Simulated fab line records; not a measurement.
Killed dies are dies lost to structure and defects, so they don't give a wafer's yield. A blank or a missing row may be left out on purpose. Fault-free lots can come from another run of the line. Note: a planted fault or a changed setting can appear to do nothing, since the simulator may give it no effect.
fab line records	flow n5Finfet
[record] lots = 24	wafers = 72	lastDay = 17
route steps=1938 shown BEOL_M4@1056
lots that met no fault: from a run of the same line without faults
startH: start of the lot's first displayed wafer, in hours after the record's first day	waitH: time in hours since the lot's previous step	" same as the row above	L1.1+2: one row covering several wafers at once	- no value, or no start was given	* or withheld: withheld	< > ~ a bound
route shown NAME@n: names a module that has steps shown in the file, with the first one's number in the route	usual: mean/standard deviation taken from wafers without a fault	same: alike in all rows	chamber/n: place in a boat	sites: per-site readings	_std_site: how widely they spread, as a standard deviation	_edge_site: outer sites' mean less inner sites'	radiusMm: for every site, how far away it sits from the centre of the wafer	mask NAME#n: copy n	behind: tool/chamber where the wafer was last shaped	hold: cause of the lot's hold/its duration in hours/its outcome	device: the transistor (n, p or np) that didn't switch	end of line: the route-end tests of the same wafers	a step given without rows: its recipe and nothing more	killed: the dies lost at the first sort to structure and to defects; this is not the yield of the wafer	map: a wafer's dies, marking killed ones x, the rest . and places with no die _
set.NAME: setting as actually run; set.NAME@STEP: the setting as run at that earlier step	model.NAME: the simulator's own value behind a step, which no gauge read
route steps across a sampled set of lots; one table per step, one row per wafer
services: when a tool's chamber went out of use (startH, in hours from the record's first day, below 0 if earlier), for how many hours, and the reason
[[steps]]
[step N5_BEOL_M4_CD_MEAS_28]
[recipe] targetCdNm = 26.2	landingEnergyEv = 500	detector = seInlens	targetCdYNm = 24.1	polarity = opening
[usual] cdNm = 26.21/0.23
lot.wafer	tool	chamber	startH	waitH	cdNm
L074.1	cdSem-01	0	156.63	-	26.37
L074.4	"	0	"	"	26.35
L074.5	"	0	"	"	26.65
L075.1	cdSem-03	0	166.21	-	26.66
L075.4	"	0	"	"	26.14
L075.6	"	0	"	"	26.65
L076.1	cdSem-01	0	172.88	-	26.31
L076.5	"	0	"	"	26.26
L076.6	"	0	"	"	25.97
L078.1	cdSem-01	0	173.06	-	25.93
L078.3	"	0	"	"	26.42
L078.6	"	0	"	"	25.97
L077.2	cdSem-01	0	176.31	-	26.08
L077.5	"	0	"	"	26.79
L077.6	"	0	"	"	25.97
L079.1	cdSem-03	0	186.05	-	26.01
L079.2	"	0	"	"	25.92
L079.4	"	0	"	"	26.01
L080.3	cdSem-02	0	195.87	-	26.06
L080.4	"	0	"	"	25.93
L080.5	"	0	"	"	26.17
L081.2	cdSem-01	0	204.23	-	25.74
L081.5	"	0	"	"	26.34
L081.6	"	0	"	"	26.09
L082.2	cdSem-01	0	206.79	-	26.28
L082.3	"	0	"	"	26.20
L082.6	"	0	"	"	25.79
L083.1	cdSem-01	0	208.61	-	26.10
L083.2	"	0	"	"	25.99
L083.3	"	0	"	"	26.28
L084.1	cdSem-01	0	221.85	-	26.22
L084.5	"	0	"	"	26.08
L084.6	"	0	"	"	25.93
L086.1	cdSem-01	0	223.18	-	26.28
L086.2	"	0	"	"	26.52
L086.6	"	0	"	"	26.48
L085.3	cdSem-01	0	225.45	-	26.48
L085.5	"	0	"	"	26.56
L085.6	"	0	"	"	26.46
L087.1	cdSem-03	0	232.35	-	26.22
L087.3	"	0	"	"	26.27
L087.4	"	0	"	"	26.29
L088.2	cdSem-02	0	235.91	-	26.46
L088.3	"	0	"	"	26.18
L088.5	"	0	"	"	26.12
L089.2	cdSem-02	0	264.16	-	26.35
L089.4	"	0	"	"	26.62
L089.6	"	0	"	"	26.47
L090.2	cdSem-01	0	264.21	-	26.18
L090.3	"	0	"	"	25.97
L090.5	"	0	"	"	26.14
L092.1	cdSem-01	0	267.35	-	26.17
L092.2	"	0	"	"	26.10
L092.5	"	0	"	"	26.26
L091.2	cdSem-03	0	271.90	-	25.80
L091.4	"	0	"	"	26.37
L091.6	"	0	"	"	26.36
L093.1	cdSem-01	0	278.39	-	26.04
L093.3	"	0	"	"	26.06
L093.5	"	0	"	"	26.24
L094.1	cdSem-02	0	288.91	-	26.01
L094.3	"	0	"	"	26.17
L094.5	"	0	"	"	26.76
L097.1	cdSem-03	0	294.17	-	26.02
L097.2	"	0	"	"	26.14
L097.4	"	0	"	"	25.90
L096.2	cdSem-01	0	295.02	-	26.31
L096.4	"	0	"	"	26.31
L096.6	"	0	"	"	26.48
L095.2	cdSem-01	0	295.21	-	25.93
L095.3	"	0	"	"	26.25
L095.4	"	0	"	"	26.17
[step N5_BEOL_M4_STRIP_97]
[recipe] chemistry = N2/H2	timeS = 10	powerW = 450	tempC = 40	pressureMtorr = 20	rfFrequencyHz = 6e+07	biasPowerW = 7	n2FlowSccm = 200	h2FlowSccm = 200
[usual] chamberPressureMTorr = 20.000/0.018	drypumpMotorCurrentA = 5.9/0.43	oesProductAu = 0.78/0.081	rfVppV = 59.2/0.87	showerheadPlenumPTorr = 2.54/0.075	tempC = 40.01/0.1	throttleValvePct = 23.6/0.34
lot.wafer	tool	chamber	startH	waitH	chamberPressureMTorr	drypumpMotorCurrentA	oesProductAu	rfHoursCounterH	rfVppV	showerheadPlenumPTorr	tempC	throttleValvePct
L074.1	rieDiel-04	3	-	-	19.999	6.3	0.81	94	59.4	2.46	39.90	23.0
L074.4	"	2	"	"	19.999	5.0	0.72	193	59.1	2.42	40.01	23.3
L074.5	"	1	"	"	19.981	5.7	0.68	-	60.4	2.61	39.92	23.7
L075.1	rieDiel-03	0	-	-	19.999	6.1	0.90	28	57.6	2.49	39.90	23.4
L075.4	"	1	"	"	19.992	5.8	0.68	231	59.5	2.50	39.98	23.7
L075.6	"	2	"	"	19.973	6.0	0.77	-	59.8	2.55	40.01	23.1
L076.1	rieDiel-03	0	-	-	19.999	6.1	0.90	29	59.7	2.49	40.02	23.4
L076.5	"	0	"	"	19.975	6.1	0.90	-	59.2	2.49	40.04	23.4
L076.6	"	3	"	"	19.994	5.2	0.68	-	60.3	2.62	40.04	24.0
L078.1	rieDiel-04	1	-	-	20.007	5.6	0.67	240	60.5	2.61	39.86	23.7
L078.3	"	2	"	"	19.984	5.0	0.71	199	58.6	2.42	40.01	23.3
L078.6	"	2	"	"	20.006	5.0	0.70	-	60.4	2.42	40.02	23.3
L077.2	rieDiel-04	2	-	-	19.982	4.9	0.71	200	60.0	2.42	39.97	23.4
L077.5	"	3	"	"	19.971	6.2	0.79	-	58.5	2.46	39.94	23.0
L077.6	"	2	"	"	19.991	5.0	0.71	-	58.5	2.42	40.08	23.3
L079.1	rieDiel-03	2	-	-	20.011	6.0	0.77	119	58.7	2.55	39.96	23.1
L079.2	"	0	"	"	19.988	6.1	0.90	33	58.6	2.49	40.15	23.4
L079.4	"	3	"	"	19.991	5.2	0.69	239	59.1	2.61	40.14	24.0
L080.3	rieDiel-01	3	-	-	19.994	6.4	0.95	15	60.1	2.70	39.86	23.3
L080.4	"	1	"	"	19.984	6.0	0.84	92	59.9	2.56	40.13	23.8
L080.5	"	3	"	"	20.029	6.4	0.96	-	58.2	2.70	40.00	23.3
L081.2	rieDiel-01	0	-	-	19.975	5.7	0.73	185	60.2	2.53	39.76	23.2
L081.5	"	2	"	"	20.042	6.4	0.75	-	58.4	2.53	39.87	24.1
L081.6	"	1	"	"	19.980	6.0	0.84	-	59.9	2.56	39.92	23.8
L082.2	rieDiel-01	1	-	-	20.038	6.0	0.84	96	60.1	2.56	40.11	23.8
L082.3	"	3	"	"	20.003	6.4	0.94	19	59.9	2.70	39.98	23.3
L082.6	"	3	"	"	20.028	6.4	0.94	-	59.9	2.70	40.10	23.3
L083.1	rieDiel-03	2	-	-	20.012	6.0	0.76	126	58.4	2.54	40.06	23.1
L083.2	"	3	"	"	20.011	5.2	0.68	247	59.2	2.61	39.92	24.0
L083.3	"	1	"	"	19.992	5.8	0.67	245	57.4	2.49	39.96	23.8
L084.1	rieDiel-01	0	-	-	19.992	5.6	0.73	192	60.8	2.52	40.29	23.2
L084.5	"	0	"	"	19.979	5.6	0.73	-	58.0	2.52	40.03	23.2
L084.6	"	1	"	"	20.011	6.0	0.83	-	59.5	2.55	40.06	23.8
L086.1	rieDiel-01	1	-	-	20.021	6.0	0.82	105	58.0	2.55	40.05	23.8
L086.2	"	0	"	"	19.990	5.6	0.73	194	58.5	2.52	40.15	23.2
L086.6	"	1	"	"	19.998	6.0	0.82	-	58.3	2.55	40.10	23.8
L085.3	rieDiel-01	3	-	-	19.973	6.4	0.93	24	59.9	2.70	40.08	23.4
L085.5	"	1	"	"	19.965	6.0	0.83	-	58.2	2.55	40.10	23.8
L085.6	"	0	"	"	20.006	5.6	0.73	-	59.3	2.52	39.98	23.2
L087.1	rieDiel-01	0	-	-	20.018	5.7	0.73	196	59.1	2.52	40.01	23.2
L087.3	"	3	"	"	19.991	6.4	0.93	24	58.9	2.70	40.00	23.4
L087.4	"	1	"	"	20.015	6.0	0.82	107	58.6	2.55	40.22	23.8
L088.2	rieDiel-03	0	-	-	20.026	6.1	0.87	53	58.6	2.48	40.05	23.4
L088.3	"	2	"	"	19.993	6.0	0.75	136	59.5	2.54	39.95	23.1
L088.5	"	0	"	"	20.032	6.1	0.86	-	59.8	2.48	39.92	23.5
L089.2	rieDiel-01	2	-	-	19.997	6.4	0.73	183	60.6	2.52	39.85	24.1
L089.4	"	1	"	"	20.001	6.0	0.81	116	58.9	2.55	39.74	23.8
L089.6	"	1	"	"	19.990	6.0	0.80	-	59.3	2.55	40.03	23.8
L090.2	rieDiel-04	1	-	-	19.980	5.7	0.94	14	58.3	2.59	40.13	23.4
L090.3	"	2	"	"	20.019	5.0	0.69	232	58.7	2.40	40.11	23.4
L090.5	"	2	"	"	20.007	5.0	0.68	-	57.1	2.40	39.90	23.4
L092.1	rieDiel-04	2	-	-	19.987	5.0	0.69	234	58.6	2.40	40.14	23.4
L092.2	"	3	"	"	19.973	6.2	0.77	138	58.0	2.44	40.08	23.1
L092.5	"	2	"	"	19.962	5.0	0.70	-	57.9	2.40	40.04	23.4
L091.2	rieDiel-03	2	-	-	19.992	6.0	0.73	150	59.5	2.53	39.89	23.2
L091.4	"	3	"	"	19.988	5.2	0.92	-	60.2	2.60	39.95	23.6
L091.6	"	0	"	"	20.000	6.1	0.85	-	59.4	2.47	40.00	23.5
L093.1	rieDiel-01	2	-	-	20.004	6.5	0.73	188	60.7	2.51	39.96	24.1
L093.3	"	3	"	"	20.002	6.4	0.91	39	59.9	2.69	40.11	23.4
L093.5	"	2	"	"	20.000	6.5	0.74	-	59.8	2.52	40.02	24.1
L094.1	rieDiel-04	0	-	-	19.984	5.7	0.77	135	58.1	2.44	39.81	24.1
L094.3	"	2	"	"	19.991	5.0	0.68	241	58.2	2.40	40.10	23.4
L094.5	"	1	"	"	20.015	5.6	0.93	-	58.1	2.59	40.11	23.4
L097.1	rieDiel-01	0	-	-	20.006	5.7	0.71	213	59.0	2.51	40.04	23.2
L097.2	"	2	"	"	20.020	6.4	0.72	194	58.3	2.51	40.09	24.1
L097.4	"	3	"	"	19.978	6.4	0.89	45	60.5	2.69	40.05	23.4
L096.2	rieDiel-01	3	-	-	19.983	6.4	0.89	46	60.3	2.69	39.95	23.4
L096.4	"	0	"	"	19.992	5.7	0.71	214	59.3	2.51	39.85	23.3
L096.6	"	1	"	"	19.996	5.9	0.80	-	58.9	2.54	40.08	23.9
L095.2	rieDiel-01	3	-	-	20.025	6.4	0.88	46	59.5	2.69	40.10	23.4
L095.3	"	0	"	"	19.999	5.7	0.71	214	59.9	2.51	40.04	23.2
L095.4	"	2	"	"	20.018	6.5	0.72	195	58.5	2.51	39.94	24.1
[step N5_BEOL_M4_DEGAS_44]
[recipe] ambient = vacuum	tempC = 250	timeS = 60
[usual] heaterPowerW = 340/35
lot.wafer	tool	chamber	startH	waitH	heaterPowerW
L074.1	pvdSputter-03	-	163.86	0.2	374
L074.4	"	-	"	"	337
L074.5	"	-	"	"	352
L075.1	pvdSputter-02	-	171.80	0.5	401
L075.4	"	-	"	"	309
L075.6	"	-	"	"	359
L076.1	pvdSputter-01	-	175.92	0.5	294
L076.5	"	-	"	"	384
L076.6	"	-	"	"	302
L078.1	pvdSputter-02	-	178.76	0.4	362
L078.3	"	-	"	"	336
L078.6	"	-	"	"	313
L077.2	pvdSputter-03	-	181.53	0.3	361
L077.5	"	-	"	"	360
L077.6	"	-	"	"	295
L079.1	pvdSputter-01	-	189.36	0.4	292
L079.2	"	-	"	"	331
L079.4	"	-	"	"	289
L080.3	pvdSputter-01	-	199.45	0.8	346
L080.4	"	-	"	"	299
L080.5	"	-	"	"	347
L081.2	pvdSputter-03	-	210.41	0.4	291
L081.5	"	-	"	"	299
L081.6	"	-	"	"	357
L082.2	pvdSputter-01	-	210.75	0.4	376
L082.3	"	-	"	"	295
L082.6	"	-	"	"	340
L083.1	pvdSputter-02	-	214.22	0.4	316
L083.2	"	-	"	"	354
L083.3	"	-	"	"	407
L084.1	pvdSputter-01	-	226.78	0.4	351
L084.5	"	-	"	"	283
L084.6	"	-	"	"	382
L086.1	pvdSputter-02	-	231.65	0.0	344
L086.2	"	-	"	"	322
L086.6	"	-	"	"	396
L085.3	pvdSputter-03	-	234.53	0.1	342
L085.5	"	-	"	"	341
L085.6	"	-	"	"	371
L087.1	pvdSputter-01	-	234.87	0.1	338
L087.3	"	-	"	"	300
L087.4	"	-	"	"	389
L088.2	pvdSputter-03	-	238.24	0.3	358
L088.3	"	-	"	"	295
L088.5	"	-	"	"	345
L089.2	pvdSputter-01	-	266.30	0.3	345
L089.4	"	-	"	"	290
L089.6	"	-	"	"	299
L090.2	pvdSputter-02	-	266.32	0.3	328
L090.3	"	-	"	"	360
L090.5	"	-	"	"	398
L092.1	pvdSputter-02	-	270.12	0.3	400
L092.2	"	-	"	"	316
L092.5	"	-	"	"	312
L091.2	pvdSputter-03	-	273.41	0.2	301
L091.4	"	-	"	"	342
L091.6	"	-	"	"	356
L093.1	pvdSputter-01	-	283.34	0.2	305
L093.3	"	-	"	"	386
L093.5	"	-	"	"	345
L094.1	pvdSputter-02	-	291.25	0.4	313
L094.3	"	-	"	"	340
L094.5	"	-	"	"	362
L097.1	pvdSputter-02	-	298.23	0.4	336
L097.2	"	-	"	"	317
L097.4	"	-	"	"	403
L096.2	pvdSputter-02	-	300.61	0.2	338
L096.4	"	-	"	"	397
L096.6	"	-	"	"	326
L095.2	pvdSputter-02	-	301.31	0.4	331
L095.3	"	-	"	"	392
L095.4	"	-	"	"	364
[step N5_BEOL_M4_SPUTTER_86]
[recipe] material = Cu	targetThkA = 45	tempC = -20	chamberPressurePa = 0.07	powerW = withheld	timeS = 8.29
[usual] chamberPressurePa = 0.07001/0.00014	throttleValvePct = 29.5/1.1
lot.wafer	tool	chamber	startH	waitH	chamberPressurePa	throttleValvePct
L074.1	pvdSputter-01	-	165.34	0.1	0.06991	26.9
L074.4	"	-	"	"	0.07002	28.9
L074.5	"	-	"	"	0.06988	30.8
L075.1	pvdSputter-01	-	173.10	0.1	0.07025	27.2
L075.4	"	-	"	"	0.06996	30.6
L075.6	"	-	"	"	0.0699	29.1
L076.1	pvdSputter-03	-	178.77	0.1	0.07007	29.8
L076.5	"	-	"	"	0.06988	30.0
L076.6	"	-	"	"	0.07008	29.0
L078.1	pvdSputter-01	-	180.22	0.1	0.06998	27.1
L078.3	"	-	"	"	0.06986	30.6
L078.6	"	-	"	"	0.07013	31.0
L077.2	pvdSputter-03	-	182.76	0.1	0.07002	29.5
L077.5	"	-	"	"	0.07005	29.9
L077.6	"	-	"	"	0.07013	29.3
L079.1	pvdSputter-02	-	193.42	0.1	0.07002	29.8
L079.2	"	-	"	"	0.06995	30.3
L079.4	"	-	"	"	0.06986	28.1
L080.3	pvdSputter-02	-	201.48	0.1	0.07033	28.1
L080.4	"	-	"	"	0.07022	29.7
L080.5	"	-	"	"	0.0703	28.3
L081.2	pvdSputter-03	-	211.90	0.1	0.06985	29.7
L081.5	"	-	"	"	0.06991	29.6
L081.6	"	-	"	"	0.07004	30.7
L082.2	pvdSputter-02	-	212.34	0.1	0.07017	28.2
L082.3	"	-	"	"	0.07011	30.6
L082.6	"	-	"	"	0.07031	30.5
L083.1	pvdSputter-02	-	215.92	0.1	0.06996	27.9
L083.2	"	-	"	"	0.0701	27.8
L083.3	"	-	"	"	0.06979	29.7
L084.1	pvdSputter-01	-	228.44	0.1	0.07003	28.6
L084.5	"	-	"	"	0.06975	28.9
L084.6	"	-	"	"	0.07004	31.1
L086.1	pvdSputter-02	-	233.04	0.1	0.07001	27.8
L086.2	"	-	"	"	0.07015	30.3
L086.6	"	-	"	"	0.07022	28.0
L085.3	pvdSputter-03	-	236.42	0.1	0.06994	30.8
L085.5	"	-	"	"	0.06999	29.8
L085.6	"	-	"	"	0.07024	29.3
L087.1	pvdSputter-02	-	238.13	0.1	0.07032	30.2
L087.3	"	-	"	"	0.06998	30.4
L087.4	"	-	"	"	0.06993	27.5
L088.2	pvdSputter-03	-	240.20	0.1	0.06993	30.0
L088.3	"	-	"	"	0.06965	30.8
L088.5	"	-	"	"	0.06993	29.8
L089.2	pvdSputter-02	-	267.86	0.1	0.07007	29.9
L089.4	"	-	"	"	0.06985	28.0
L089.6	"	-	"	"	0.06992	28.3
L090.2	pvdSputter-03	-	268.48	0.1	0.06996	29.8
L090.3	"	-	"	"	0.06979	29.5
L090.5	"	-	"	"	0.06992	29.3
L092.1	pvdSputter-02	-	271.85	0.1	0.07005	28.2
L092.2	"	-	"	"	0.07006	30.4
L092.5	"	-	"	"	0.07012	30.5
L091.2	pvdSputter-01	-	275.86	0.1	0.06984	30.6
L091.4	"	-	"	"	0.0702	31.1
L091.6	"	-	"	"	0.06995	27.3
L093.1	pvdSputter-03	-	284.58	0.1	0.06985	30.4
L093.3	"	-	"	"	0.07009	29.2
L093.5	"	-	"	"	0.06992	30.7
L094.1	pvdSputter-03	-	292.72	0.1	0.07002	29.6
L094.3	"	-	"	"	0.06989	30.0
L094.5	"	-	"	"	0.06984	30.7
L097.1	pvdSputter-03	-	300.08	0.1	0.07022	30.1
L097.2	"	-	"	"	0.06985	30.1
L097.4	"	-	"	"	0.06995	30.6
L096.2	pvdSputter-01	-	301.90	0.1	0.0702	30.7
L096.4	"	-	"	"	0.07012	29.0
L096.6	"	-	"	"	0.06996	28.8
L095.2	pvdSputter-01	-	303.74	0.1	0.07002	28.8
L095.3	"	-	"	"	0.06999	30.6
L095.4	"	-	"	"	0.07	31.1
[step N5_BEOL_M4_SPUTTER_88]
[recipe] material = Cu	targetThkA = 45	tempC = -20	chamberPressurePa = 0.07	powerW = withheld	timeS = 8.29
[usual] chamberPressurePa = 0.06999/0.00015	throttleValvePct = 29.5/1.1
lot.wafer	tool	chamber	startH	waitH	chamberPressurePa	throttleValvePct
L074.1	pvdSputter-01	-	165.56	0.1	0.07031	27.0
L074.4	"	-	"	"	0.07002	28.8
L074.5	"	-	"	"	0.06996	30.6
L075.1	pvdSputter-01	-	173.32	0.1	0.07009	27.0
L075.4	"	-	"	"	0.06994	30.6
L075.6	"	-	"	"	0.06974	28.9
L076.1	pvdSputter-03	-	178.99	0.1	0.0701	29.9
L076.5	"	-	"	"	0.07002	30.0
L076.6	"	-	"	"	0.07009	29.2
L078.1	pvdSputter-01	-	180.44	0.1	0.07015	27.2
L078.3	"	-	"	"	0.06992	30.5
L078.6	"	-	"	"	0.07001	30.8
L077.2	pvdSputter-03	-	182.98	0.1	0.07023	29.6
L077.5	"	-	"	"	0.07016	30.0
L077.6	"	-	"	"	0.07003	29.1
L079.1	pvdSputter-02	-	193.64	0.1	0.07013	29.9
L079.2	"	-	"	"	0.07006	30.4
L079.4	"	-	"	"	0.0699	28.1
L080.3	pvdSputter-02	-	201.70	0.1	0.07009	28.2
L080.4	"	-	"	"	0.07003	29.8
L080.5	"	-	"	"	0.07011	28.1
L081.2	pvdSputter-03	-	212.15	0.1	0.0703	29.5
L081.5	"	-	"	"	0.07002	29.9
L081.6	"	-	"	"	0.07004	30.9
L082.2	pvdSputter-02	-	212.56	0.1	0.07002	28.3
L082.3	"	-	"	"	0.06993	30.4
L082.6	"	-	"	"	0.07005	30.1
L083.1	pvdSputter-02	-	216.14	0.1	0.07007	28.3
L083.2	"	-	"	"	0.06977	27.9
L083.3	"	-	"	"	0.07004	29.6
L084.1	pvdSputter-01	-	228.66	0.1	0.06966	28.8
L084.5	"	-	"	"	0.06998	28.9
L084.6	"	-	"	"	0.07007	31.1
L086.1	pvdSputter-02	-	233.26	0.1	0.06987	27.7
L086.2	"	-	"	"	0.07006	30.3
L086.6	"	-	"	"	0.06998	27.9
L085.3	pvdSputter-03	-	236.64	0.1	0.07024	30.7
L085.5	"	-	"	"	0.07003	30.1
L085.6	"	-	"	"	0.06999	29.3
L087.1	pvdSputter-02	-	238.35	0.1	0.06966	29.7
L087.3	"	-	"	"	0.07007	30.3
L087.4	"	-	"	"	0.07007	27.6
L088.2	pvdSputter-03	-	240.42	0.1	0.0699	30.1
L088.3	"	-	"	"	0.07003	30.6
L088.5	"	-	"	"	0.0699	29.9
L089.2	pvdSputter-02	-	268.08	0.1	0.06981	29.7
L089.4	"	-	"	"	0.06989	28.3
L089.6	"	-	"	"	0.07011	28.4
L090.2	pvdSputter-03	-	268.70	0.1	0.06986	29.9
L090.3	"	-	"	"	0.06992	29.2
L090.5	"	-	"	"	0.06995	29.3
L092.1	pvdSputter-02	-	272.07	0.1	0.06982	28.4
L092.2	"	-	"	"	0.07024	30.6
L092.5	"	-	"	"	0.07014	30.4
L091.2	pvdSputter-01	-	276.08	0.1	0.07014	30.6
L091.4	"	-	"	"	0.07014	31.1
L091.6	"	-	"	"	0.06974	27.1
L093.1	pvdSputter-03	-	284.80	0.1	0.06983	30.6
L093.3	"	-	"	"	0.0699	29.4
L093.5	"	-	"	"	0.06997	30.8
L094.1	pvdSputter-03	-	292.94	0.1	0.07005	29.4
L094.3	"	-	"	"	0.06995	30.1
L094.5	"	-	"	"	0.06985	30.7
L097.1	pvdSputter-03	-	300.30	0.1	0.06993	30.0
L097.2	"	-	"	"	0.07008	29.4
L097.4	"	-	"	"	0.07014	30.7
L096.2	pvdSputter-01	-	302.12	0.1	0.07004	30.2
L096.4	"	-	"	"	0.0703	29.2
L096.6	"	-	"	"	0.0704	29.0
L095.2	pvdSputter-01	-	303.96	0.1	0.06979	28.8
L095.3	"	-	"	"	0.06997	30.6
L095.4	"	-	"	"	0.07001	31.2
[step N5_BEOL_M4_SPUTTER_96]
[recipe] material = Cu	targetThkA = 45	tempC = -20	chamberPressurePa = 0.07	powerW = withheld	timeS = 8.29
[usual] chamberPressurePa = 0.07002/0.00015	throttleValvePct = 29.5/1.1
lot.wafer	tool	chamber	startH	waitH	chamberPressurePa	throttleValvePct
L074.1	pvdSputter-01	-	166.44	0.1	0.06995	27.2
L074.4	"	-	"	"	0.07011	28.7
L074.5	"	-	"	"	0.06992	30.4
L075.1	pvdSputter-01	-	174.20	0.1	0.07018	26.7
L075.4	"	-	"	"	0.07014	30.6
L075.6	"	-	"	"	0.06999	28.8
L076.1	pvdSputter-03	-	179.87	0.1	0.06983	29.7
L076.5	"	-	"	"	0.06961	30.0
L076.6	"	-	"	"	0.07015	29.5
L078.1	pvdSputter-01	-	181.32	0.1	0.06998	27.0
L078.3	"	-	"	"	0.07008	30.7
L078.6	"	-	"	"	0.06993	31.0
L077.2	pvdSputter-03	-	183.86	0.1	0.07024	29.4
L077.5	"	-	"	"	0.07003	29.6
L077.6	"	-	"	"	0.07003	29.3
L079.1	pvdSputter-02	-	194.52	0.1	0.07018	29.8
L079.2	"	-	"	"	0.06984	30.4
L079.4	"	-	"	"	0.07038	27.9
L080.3	pvdSputter-02	-	202.58	0.1	0.07019	28.3
L080.4	"	-	"	"	0.06985	29.6
L080.5	"	-	"	"	0.0701	28.4
L081.2	pvdSputter-03	-	213.14	0.1	0.06999	29.7
L081.5	"	-	"	"	0.07005	29.6
L081.6	"	-	"	"	0.06992	30.7
L082.2	pvdSputter-02	-	213.44	0.1	0.07007	28.2
L082.3	"	-	"	"	0.07027	30.3
L082.6	"	-	"	"	0.06991	30.6
L083.1	pvdSputter-02	-	217.02	0.1	0.06997	28.4
L083.2	"	-	"	"	0.07023	27.7
L083.3	"	-	"	"	0.06986	29.8
L084.1	pvdSputter-01	-	229.54	0.1	0.07011	29.3
L084.5	"	-	"	"	0.06982	29.0
L084.6	"	-	"	"	0.07001	31.0
L086.1	pvdSputter-02	-	234.14	0.1	0.06989	27.8
L086.2	"	-	"	"	0.07007	30.4
L086.6	"	-	"	"	0.06977	27.9
L085.3	pvdSputter-03	-	237.52	0.1	0.07009	30.9
L085.5	"	-	"	"	0.06984	30.0
L085.6	"	-	"	"	0.0702	29.5
L087.1	pvdSputter-02	-	239.23	0.1	0.06997	29.6
L087.3	"	-	"	"	0.07009	30.3
L087.4	"	-	"	"	0.07022	28.0
L088.2	pvdSputter-03	-	241.30	0.1	0.0698	29.9
L088.3	"	-	"	"	0.07	30.4
L088.5	"	-	"	"	0.07007	30.2
L089.2	pvdSputter-02	-	268.96	0.1	0.06981	29.5
L089.4	"	-	"	"	0.07007	28.2
L089.6	"	-	"	"	0.07016	28.4
L090.2	pvdSputter-03	-	269.58	0.1	0.0701	30.2
L090.3	"	-	"	"	0.07034	28.9
L090.5	"	-	"	"	0.07029	29.1
L092.1	pvdSputter-02	-	272.95	0.1	0.06996	28.3
L092.2	"	-	"	"	0.07015	30.6
L092.5	"	-	"	"	0.07028	30.3
L091.2	pvdSputter-01	-	276.96	0.1	0.07012	30.6
L091.4	"	-	"	"	0.06984	31.0
L091.6	"	-	"	"	0.06998	27.2
L093.1	pvdSputter-03	-	285.68	0.1	0.07005	30.5
L093.3	"	-	"	"	0.07004	29.3
L093.5	"	-	"	"	0.06995	31.0
L094.1	pvdSputter-03	-	293.82	0.1	0.07003	29.4
L094.3	"	-	"	"	0.07002	29.8
L094.5	"	-	"	"	0.06981	30.5
L097.1	pvdSputter-03	-	301.18	0.1	0.06985	29.7
L097.2	"	-	"	"	0.06989	29.5
L097.4	"	-	"	"	0.06985	30.6
L096.2	pvdSputter-01	-	303.00	0.1	0.0699	30.5
L096.4	"	-	"	"	0.0699	28.7
L096.6	"	-	"	"	0.07008	28.8
L095.2	pvdSputter-01	-	304.84	0.1	0.07027	28.8
L095.3	"	-	"	"	0.07013	30.4
L095.4	"	-	"	"	0.06989	30.7
[[services]]
tool	chamber	startH	hours	kind
rieDiel-01	0	143.31	8.5	repair
rieDiel-01	3	144.31	29.9	repair
rieDiel-03	2	156.59	4.1	repair
rieDiel-01	3	179.40	9.7	repair
rieDiel-01	3	189.25	4.4	repair
rieDiel-04	1	204.31	-	clean
rieDiel-04	1	204.31	-	consumableReplace:focusRing
rieDiel-04	1	204.31	27.6	scheduledDown
rieDiel-04	1	204.31	27.6	ventCycle
rieDiel-01	3	218.62	7.3	repair
rieDiel-03	3	224.41	-	clean
rieDiel-03	3	224.41	-	consumableReplace:focusRing
rieDiel-03	3	224.41	16.6	scheduledDown
rieDiel-03	3	224.41	16.6	ventCycle
rieDiel-03	1	241.05	-	clean
rieDiel-03	1	241.05	-	consumableReplace:focusRing
rieDiel-03	1	241.05	19.3	scheduledDown
rieDiel-03	1	241.05	19.3	ventCycle
rieDiel-04	0	264.37	1.6	repair
rieDiel-01	0	279.48	7.2	repair
rieDiel-03	-	290.80	2.8	pm
rieDiel-04	1	291.19	8.4	repair
[[key]]
fault none
